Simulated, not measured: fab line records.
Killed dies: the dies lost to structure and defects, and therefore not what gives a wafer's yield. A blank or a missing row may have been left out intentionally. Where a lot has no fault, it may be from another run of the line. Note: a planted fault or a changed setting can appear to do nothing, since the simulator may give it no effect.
Matching of chambers -- flow nand_harc -- pecvd-04 running NHARC_P_M0_DEP_32: 3 sister chambers
The step deposits SiCN, target thk 30 nm. 6 wafers are shown with their chamber, then 8 later ones without.

WAFERS WITH THEIR CHAMBER
wafer,chamber,heater_power_w (W)
L080.1,1,614
L081.4,0,578
L095.2,2,562
L095.4,0,683
L095.6,1,609
L096.2,2,635

WAFERS WITH NO CHAMBER GIVEN
wafer,heater_power_w (W)
L096.3,622
L096.5,619
L097.1,619
L097.2,689
L097.6,689
L097.3,563
L097.4,549
L097.5,615

THE CHAMBER EACH PASSED THROUGH
wafer,from the rows above,in truth
L096.3,can't be placed: 0 or 1 or 2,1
L096.5,can't be placed: 1 or 0 or 2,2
L097.1,can't be placed: 1 or 0 or 2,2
L097.2,can't be placed: 0 or 1 or 2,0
L097.6,can't be placed: 0 or 1 or 2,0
L097.3,can't be placed: 2 or 1 or 0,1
L097.4,can't be placed: 2 or 1 or 0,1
L097.5,can't be placed: 1 or 0 or 2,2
Placed correctly: 0 of 8. From these rows, 8 cannot be placed; in 8 the true chamber is one of the candidates. Wrongly placed: 0.
How it was worked out, from the rows above alone: a wafer's distance from a chamber is the root of the sum, over the readings, of the square of ((its reading less the chamber's mean) divided by the reading's scatter). The wafer belongs to the nearest chamber; if the next one is less than 2 further off, it can't be placed. A chamber's mean is the mean of its shown wafers. The scatter is the square root of a quotient: the sum, over the shown wafers, of each reading's squared deviation from its chamber's mean, divided by wafers minus chambers.
